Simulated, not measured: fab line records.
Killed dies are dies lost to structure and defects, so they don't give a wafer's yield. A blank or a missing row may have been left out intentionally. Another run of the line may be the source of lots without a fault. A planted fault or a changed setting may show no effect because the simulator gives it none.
Which tool was responsible?    flow n5_finfet    11 lots with 31 wafers sampled at 6 steps, on a route of 1938 steps

== WHAT EACH GAUGE READ, for each wafer ==
N5_BEOL_M14_INSPECT_30: inspects for defects (macro). Usual: raw_defect_count at 1.9, with a standard deviation of 1.4.
lot   measured      on                 raw_defect_count  flag
L730  day 11 00:25  defect_inspect-01  3 2 0             
L733  day 11 01:59  defect_inspect-02  2 3 2             
L734  day 11 14:47  defect_inspect-02  2 0 2             
L739  day 13 08:44  defect_inspect-01  3 6               
L741  day 13 16:37  defect_inspect-02  0 1               
L740  day 13 19:17  defect_inspect-02  1 3 3             
L744  day 14 13:28  defect_inspect-01  4 3 5             
L750  day 16 04:40  defect_inspect-01  1 1 0             
L751  day 16 17:06  defect_inspect-01  2 3 1             
L753  day 17 10:07  defect_inspect-01  3 1 0             
L752  day 17 12:02  defect_inspect-02  3 2 2             

N5_BEOL_M15_THK_MEAS_01. Usual: M15_ILD_THK gives 1634 nm (standard deviation 20).
lot   measured      on             M15_ILD_THK (nm)  flag
L730  day 11 05:13  film_metro-01  1611 1633 1633    
L733  day 11 06:28  film_metro-01  1643 1630 1662    
L734  day 11 20:03  film_metro-02  1589 1618 1615    
L739  day 13 12:25  film_metro-02  1640 1257         OFF
L741  day 13 20:02  film_metro-02  1643 1251         OFF
L740  day 13 23:01  film_metro-02  1611 1631 1244    OFF
L744  day 14 18:04  film_metro-01  1612 1640 1675    
L750  day 16 09:18  film_metro-02  1647 1660 1673    
L751  day 17 02:51  film_metro-02  1627 1658 1649    
L753  day 17 17:33  film_metro-02  1627 1615 1641    
L752  day 17 19:18  film_metro-01  1600 1619 1621    

N5_BEOL_M15_CD_MEAS_17 targets a cd of 360 nm. Usual: cd_nm at 360.9 nm, with a standard deviation of 1.5.
lot   measured      on         cd_nm (nm)         flag
L730  day 11 06:14  cd_sem-03  359.1 359.4 358.8  
L733  day 11 07:30  cd_sem-03  362.1 360.2 362.1  
L734  day 11 21:04  cd_sem-02  358.9 359.1 360.4  
L739  day 13 13:26  cd_sem-02  361.0 357.2        
L741  day 13 21:01  cd_sem-02  361.2 355.6        
L740  day 13 23:54  cd_sem-03  361.6 360.6 354.8  
L744  day 14 19:17  cd_sem-01  357.9 361.8 361.5  
L750  day 16 10:22  cd_sem-01  360.1 359.3 360.9  
L751  day 17 03:52  cd_sem-02  362.1 360.6 360.4  
L753  day 17 18:34  cd_sem-01  359.8 360.1 361.8  
L752  day 17 20:11  cd_sem-03  361.8 361.8 360.4  

== WHICH TOOL RAN EACH LOT (tool, then ch and the chambers of the sampled wafers, then the start) ==
lot   N5_BEOL_M14_PRE_CLEAN_42      N5_BEOL_M14_ANNEAL_48             N5_BEOL_M15_ILD_DEP_00
L730  pvd_sputter-02, day 11 03:32  rtp_anneal-02 ch 0, day 11 04:05  pecvd-04 ch 1, day 11 04:52
L733  pvd_sputter-03, day 11 04:37  rtp_anneal-01 ch 0, day 11 05:28  pecvd-02 ch 0,2, day 11 06:13
L734  pvd_sputter-03, day 11 18:24  rtp_anneal-01 ch 0, day 11 18:55  pecvd-02 ch 0,2, day 11 19:41
L739  pvd_sputter-02, day 13 10:34  rtp_anneal-02 ch 0, day 13 11:28  pecvd-02 ch 1,2, day 13 12:10
L741  pvd_sputter-02, day 13 18:25  rtp_anneal-02 ch 0, day 13 19:03  pecvd-02 ch 2, day 13 19:47
L740  pvd_sputter-03, day 13 21:28  rtp_anneal-02 ch 0, day 13 22:01  pecvd-02 ch 0,1, day 13 22:46
L744  pvd_sputter-02, day 14 16:17  rtp_anneal-02 ch 0, day 14 16:53  pecvd-04 ch 0,1,2, day 14 17:49
L750  pvd_sputter-02, day 16 07:40  rtp_anneal-02 ch 0, day 16 08:16  pecvd-01 ch 1,2, day 16 09:03
L751  pvd_sputter-01, day 17 00:10  rtp_anneal-01 ch 0, day 17 01:47  pecvd-01 ch 0,1, day 17 02:36
L753  pvd_sputter-03, day 17 15:46  rtp_anneal-01 ch 0, day 17 16:31  pecvd-01 ch 0,1,2, day 17 17:18
L752  pvd_sputter-02, day 17 17:43  rtp_anneal-01 ch 0, day 17 18:14  pecvd-02 ch 1,2, day 17 19:03
- N5_BEOL_M14_PRE_CLEAN_42: time 30 s.
- N5_BEOL_M14_ANNEAL_48: time 90 s.
- N5_BEOL_M15_ILD_DEP_00: deposits SiO2 from TEOS/O2, target thk 1629.3 nm, time 346.1 s.

== WHAT THE TOOLS THEMSELVES READ (means of the sampled wafers that have a number; where no wafer has one, the mark that the record gives instead) ==
N5_BEOL_M14_PRE_CLEAN_42. Usual: heater_power_w at 465 W, with a standard deviation of 43.
lot   tool            heater_power_w (W)  flag
L730  pvd_sputter-02  475                 
L733  pvd_sputter-03  437                 
L734  pvd_sputter-03  476                 
L739  pvd_sputter-02  476                 
L741  pvd_sputter-02  467                 
L740  pvd_sputter-03  424                 
L744  pvd_sputter-02  473                 
L750  pvd_sputter-02  479                 
L751  pvd_sputter-01  456                 
L753  pvd_sputter-03  507                 
L752  pvd_sputter-02  474                 

N5_BEOL_M14_ANNEAL_48. Usual: anneal_temp_c_max 226.4, standard deviation 0.3; wafer_temp_C_max 225.77, standard deviation 0.23.
lot   tool           anneal_temp_c_max  wafer_temp_C_max  flag
L730  rtp_anneal-02  226.4              225.82            
L733  rtp_anneal-01  226.5              225.83            
L734  rtp_anneal-01  226.2              225.92            
L739  rtp_anneal-02  226.7              225.36            
L741  rtp_anneal-02  226.5              225.50            
L740  rtp_anneal-02  226.6              225.50            
L744  rtp_anneal-02  226.6              225.70            
L750  rtp_anneal-02  226.9              225.48            
L751  rtp_anneal-01  226.3              225.98            
L753  rtp_anneal-01  226.2              226.01            
L752  rtp_anneal-01  226.5              226.20            

N5_BEOL_M15_ILD_DEP_00. Usual: heater_power_w 557 W, standard deviation 93; run_length_s 388.7 s, standard deviation 0.73; showerhead_plenum_p_Torr 8.35 Torr, standard deviation 0.031; throttle_valve_pct 18.8 %, standard deviation 0.53.
lot   tool      heater_power_w (W)  run_length_s (s)  showerhead_plenum_p_Torr (Torr)  throttle_valve_pct (%)  flag
L730  pecvd-04  587                 388.2             8.34                             18.9                    
L733  pecvd-02  566                 388.5             8.35                             18.7                    
L734  pecvd-02  616                 388.0             8.38                             18.9                    
L739  pecvd-02  565                 347.5             8.38                             18.1                    OFF
L741  pecvd-02  589                 347.6             8.34                             18.6                    OFF
L740  pecvd-02  525                 361.3             8.39                             18.3                    OFF
L744  pecvd-04  614                 388.6             8.33                             19.2                    
L750  pecvd-01  448                 389.9             8.34                             18.4                    
L751  pecvd-01  633                 389.1             8.34                             19.1                    
L753  pecvd-01  540                 389.5             8.34                             18.8                    
L752  pecvd-02  501                 388.1             8.37                             18.1                    

== THE ANSWER, worked out from the rows above alone ==
Rule: take the mean of a lot's wafers that have a number; if it is more than 3 standard deviations from the usual mean, the lot is off. Also off: a lot with no number at a reading for which 4 or more lots have one. All remaining lots with rows at the step are treated as sound. After the gauges, taken in route order, come the tools' own readings; for these a lot's mean is taken, as printed above. The first step at which some lot is off is used, and at that step the reading that is off furthest; a lot without a number counts as furthest.
Off: L739, L741, L740, seen at N5_BEOL_M15_THK_MEAS_01 (M15_ILD_THK).
A tool fits if, at a process step before that reading, it ran every lot that is off, and no sound lot after the first of them. Not tried: the gauges at N5_BEOL_M15_THK_MEAS_01; whatever is off there is also off at N5_BEOL_M15_ILD_DEP_00, on other tools, and gauge error can't account for it. None of those tried fits.

== WHAT THE SIMULATOR PUT IN ==
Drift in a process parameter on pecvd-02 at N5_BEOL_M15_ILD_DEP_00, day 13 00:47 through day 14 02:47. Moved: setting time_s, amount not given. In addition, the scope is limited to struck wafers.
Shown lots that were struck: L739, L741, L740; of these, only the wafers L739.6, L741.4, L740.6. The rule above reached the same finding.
